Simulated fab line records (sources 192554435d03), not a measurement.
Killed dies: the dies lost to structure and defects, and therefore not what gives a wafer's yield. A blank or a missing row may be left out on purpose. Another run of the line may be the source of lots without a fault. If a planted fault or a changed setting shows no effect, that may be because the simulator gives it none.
Struck lot and sound lot, side by side -- flow n5-finfet -- 35 steps out of a route of 1938
Sound: the wafers L323.2, L323.4, L323.6. Struck: wafers L305.4, L305.5 (left out: L305.1, a lot-mate that was not struck); the cause follows at the end.
Per side, at each step with rows, come the tool, then ch with its chambers, and then its first start. Under that, the readings that differ: sound wafers -- struck wafers -- difference of the means -- sigmas: that difference in standard deviations of wafers without a fault.
alike: readings with means less than 2 such deviations apart, plus words and numbers identical on both sides. not compared: withheld readings, readings lacking a value on some wafer, bounds such as >300 that could conceal the same value, and numbers that have no deviation in the record and whose values overlap.
A row with sigmas, a row that says differs or no value, or rows on one side alone: a step with any of these is where the two part. Non-overlapping numbers with no deviation appear without sigmas and do not part them. A reading that every wafer of one side lacks parts them only if that side has two wafers or more.

first, 11 steps without rows for these wafers: N5_BEOL_M6_HM_STRIP_39 (strips TiN in peroxide tin strip, target depth 25 nm, time 158 s); N5_BEOL_M6_SRD_40 (time 30 s); N5_BEOL_M6_PRECLEAN_42 (cleans in residue remover, time 60 s); N5_BEOL_M6_SRD_43 (time 30 s); N5_BEOL_M6_CURE_75 (cures SiCOH lowk, time 120 s); N5_BEOL_M6_DEGAS_44 (time 60 s); N5_BEOL_M6_PRE_CLEAN_45 (time 30 s); N5_BEOL_M6_ALD_77 (deposits TaN, target thk 2 nm, pulse time 2 s, purge time 3 s); N5_BEOL_M6_SURFACE_TREAT_79; N5_BEOL_M6_CVD_78 (deposits Co from CCTBA/H2, target thk 2 nm, time 142.3 s); N5_BEOL_M6_SPUTTER_48 (material Cu, target thk 10 nm, time 1.667 s).
N5_BEOL_M6_ECD_50: material Cu, target thk 300 nm.
  sound on ecd-cu-01 ch 0,1, day 15 02:55; struck on ecd-cu-01 ch 0,1, day 10 16:29
then, 22 steps without rows for these wafers: N5_BEOL_M6_ANNEAL_51 (time 90 s); N5_BEOL_M6_CMP_52 (polishes, stops on SiCOH lowk, t overpolish 6.9 s, target thk 80 nm); N5_BEOL_M6_PRE_CLEAN_55 (time 15 s); N5_BEOL_M6_DEP_56 (deposits SiCN from 3MS/NH3, target thk 10 nm, time 17.5 s); N5_BEOL_M7_ILD_DEP_00 (deposits SiCOH lowk from DEMS/porogen, target thk 179.75 nm, time 33.4 s); N5_BEOL_M7_CURE_74 (cures SiCOH lowk, time 240 s); N5_BEOL_M7_PECVD_70 (deposits SiO2 from TEOS/O2, target thk 20 nm, time 22.7 s); N5_BEOL_M7_HM_DEP_02 (deposits TiN, target thk 20 nm); N5_BEOL_M7_COAT_59 (time 60 s, resist thk 100 nm); N5_BEOL_M7_COAT_60 (time 60 s, resist thk 35 nm); N5_BEOL_M7_COAT_05 (resist thk 90 nm); N5_BEOL_M7_EBR_07; N5_BEOL_M7_SOFTBAKE_06 (time 60 s); N5_BEOL_M7_EXPOSE_08 (exposes mask M7); N5_BEOL_M7_PEB_09 (peb time 60 s); N5_BEOL_M7_DEVELOP_10 (develop time 30 s); N5_BEOL_M7_DESCUM_16 (chemistry O2, time 7.9 s); N5_BEOL_M7_ETCH_61 (etches SiARC in CF4, target depth 45.5 nm, time 75.8 s); N5_BEOL_M7_ETCH_62 (etches SOC in N2/H2, target depth 110 nm, overetch 22 nm, time 165 s); N5_BEOL_M7_STRIP_68 (strips in N2/H2); N5_BEOL_M7_STRIP_67 (strips in CF4); N5_BEOL_M7_HM_OPEN_17 (chemistry Cl2/BCl3, target TiN, target depth 20 nm, overetch 6 nm).
-- the record jumps here: 4 days lie between the struck wafers' starts before and after (it left off in module BEOL_M7 and takes up again in module PASSIVATION, whose first step shown is number 1936 of the route) --
N5_PASSIVATION_PROBE_49:
  record: rows for the struck wafers here (prober-01, day 14 16:37), none for the sound ones

## WHERE THEY PART
Within this record, at N5_PASSIVATION_PROBE_49 only.

WHY: what the simulator had put in
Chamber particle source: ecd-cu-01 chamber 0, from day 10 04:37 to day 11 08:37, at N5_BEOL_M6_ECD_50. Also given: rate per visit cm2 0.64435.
